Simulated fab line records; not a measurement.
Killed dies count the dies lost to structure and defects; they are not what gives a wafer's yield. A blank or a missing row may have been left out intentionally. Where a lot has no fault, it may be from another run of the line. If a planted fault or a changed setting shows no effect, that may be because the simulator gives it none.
Chamber matching / flow n5 finfet / N5_BEOL_M0_SAQP_ETCH_106 on rie diel-06 has 4 sister chambers
The step etches SOC in N2/H2, stops on SiNx, target depth 150 nm. 4 wafers are shown with their chamber, then 7 later ones without.

## WAFERS, EACH WITH ITS CHAMBER
wafer=L076.1; chamber=2; throttle valve pct (%)=18.31
wafer=L089.2; chamber=3; throttle valve pct (%)=17.64
wafer=L090.1; chamber=0; throttle valve pct (%)=17.64
wafer=L090.2; chamber=1; throttle valve pct (%)=17.97

## WAFERS WITHOUT THEIR CHAMBER
wafer=L090.4; throttle valve pct (%)=17.65
wafer=L094.1; throttle valve pct (%)=17.98
wafer=L094.3; throttle valve pct (%)=17.65
wafer=L094.5; throttle valve pct (%)=17.96
wafer=L095.4; throttle valve pct (%)=17.99
wafer=L095.5; throttle valve pct (%)=17.67
wafer=L095.6; throttle valve pct (%)=17.67

## CHAMBER TAKEN BY EACH
wafer=L090.4; from the rows above=can't be placed: 0 or 3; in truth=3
wafer=L094.1; from the rows above=1; in truth=1
wafer=L094.3; from the rows above=can't be placed: 0 or 3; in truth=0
wafer=L094.5; from the rows above=1; in truth=1
wafer=L095.4; from the rows above=1; in truth=1
wafer=L095.5; from the rows above=can't be placed: 0 or 3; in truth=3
wafer=L095.6; from the rows above=can't be placed: 0 or 3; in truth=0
Correctly placed: 3 of 7. Unplaceable from these rows: 4, with the true chamber sitting among the candidates in 4. Placed wrongly: 0.
How it was worked out, from the rows above alone: a wafer's distance from a chamber is the root of the sum, over the readings, of the square of ((its reading less the chamber's mean) divided by the reading's scatter). The wafer belongs to the nearest chamber; if the next one is less than 2 further off, it can't be placed. For every chamber, the mean is computed from those of its wafers that are shown. The scatter: root of mean squared gap, hidden wafer to nearest shown wafer, with one shown wafer a chamber.
